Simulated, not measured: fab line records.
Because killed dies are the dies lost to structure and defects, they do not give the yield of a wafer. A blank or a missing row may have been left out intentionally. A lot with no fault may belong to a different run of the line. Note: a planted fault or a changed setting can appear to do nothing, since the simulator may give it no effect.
Matching of chambers ; flow nandHarc ; pecvd-02 running NHARC_A_ONON_D1_DEP_33: 3 sister chambers
The step deposits SiO2, target thk 200 nm. 14 wafers are shown with their chamber, then 7 later ones without.

WAFERS, EACH WITH ITS CHAMBER
wafer;chamber;heaterPowerW (W);throttleValvePct (%);mfcPrecursorSccm (sccm)
L514.1;0;432;15.3;161.0
L514.5;0;438;15.5;161.7
L514.6;2;736;15.7;162.0
L515.1;1;522;15.5;161.1
L515.3;2;752;15.9;161.8
L515.6;2;748;15.9;161.7
L516.3;2;657;16.0;162.0
L516.4;2;676;16.1;161.2
L516.5;1;581;15.9;161.7
L519.2;2;601;16.0;161.2
L519.3;1;592;15.9;162.3
L519.4;1;445;15.7;161.8
L522.1;0;441;15.5;161.0
L522.4;2;658;16.3;161.2

SIGNATURES (averages over the wafers above)
reading;chamber 0;chamber 1;chamber 2;scatter within a chamber
heaterPowerW;437.00;535.00;689.71;55
throttleValvePct;15.433;15.750;15.986;0.177
mfcPrecursorSccm;161.233;161.725;161.586;0.416
Rule: for each reading, subtract the chamber's mean from the wafer's reading, divide by that reading's scatter and square the result; add these up over the readings and take the root, which gives the wafer's distance from the chamber. The wafer belongs to the nearest chamber; if the next one is less than 2 further off, it can't be placed. The scatter: the root of (the sum of the squares of (reading less its chamber's mean) over the shown wafers, divided by (wafers less chambers)).

WAFERS WHOSE CHAMBER IS MISSING
wafer;heaterPowerW (W);throttleValvePct (%);mfcPrecursorSccm (sccm)
L522.6;478;16.0;161.4
L525.1;663;15.9;160.9
L525.3;485;15.9;160.7
L525.5;712;16.1;161.3
L529.1;501;16.2;161.7
L529.3;730;16.0;161.9
L529.4;366;15.6;161.2

THE CHAMBER EACH PASSED THROUGH
wafer;from the rows above;in truth
L522.6;can't be placed: 1 or 0 or 2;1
L525.1;can't be placed: 2 or 1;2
L525.3;can't be placed: 1 or 0 or 2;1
L525.5;2;2
L529.1;can't be placed: 1 or 2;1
L529.3;2;2
L529.4;can't be placed: 0 or 1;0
Placed correctly: 2 of 7. These rows do not allow placing 5 (true chamber among the candidates in 5). Placed wrongly: 0.
